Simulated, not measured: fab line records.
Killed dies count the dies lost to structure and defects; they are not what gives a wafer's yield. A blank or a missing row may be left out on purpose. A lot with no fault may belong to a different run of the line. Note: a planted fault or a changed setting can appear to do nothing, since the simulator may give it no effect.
Chamber matching ; flow n5_finfet ; 3 sister chambers for N5_BEOL_M0_SAQP_PECVD_00 on pecvd-02
The step deposits SiCN from 3MS/NH3, target thk 8 nm, time 14 s. 3 wafers are shown with their chamber, then 7 later ones without.

WAFERS PAIRED WITH THEIR CHAMBERS
wafer;chamber;showerhead_vpp_V (V)
L090.4;1;921
L091.2;2;823
L091.4;0;859

WAFERS WHOSE CHAMBER IS MISSING
wafer;showerhead_vpp_V (V)
L091.6;929
L095.2;919
L095.3;860
L095.4;867
L096.1;917
L096.3;861
L096.5;864

CHAMBER TAKEN BY EACH
wafer;from the rows above;in truth
L091.6;1;1
L095.2;1;1
L095.3;0;0
L095.4;0;0
L096.1;1;1
L096.3;0;0
L096.5;0;0
Placed correctly: 7 of 7. Number that these rows cannot place: 0. Number placed wrongly: 0.
How it was worked out, from the rows above alone: a wafer's distance from a chamber is the root of the sum, over the readings, of the square of ((its reading less the chamber's mean) divided by the reading's scatter). If the next closest chamber is less than 2 further off than the closest, the wafer can't be placed; otherwise it belongs to the closest. A chamber's mean is the mean of its shown wafers. The scatter: root of mean squared gap, hidden wafer to nearest shown wafer, with one shown wafer a chamber.
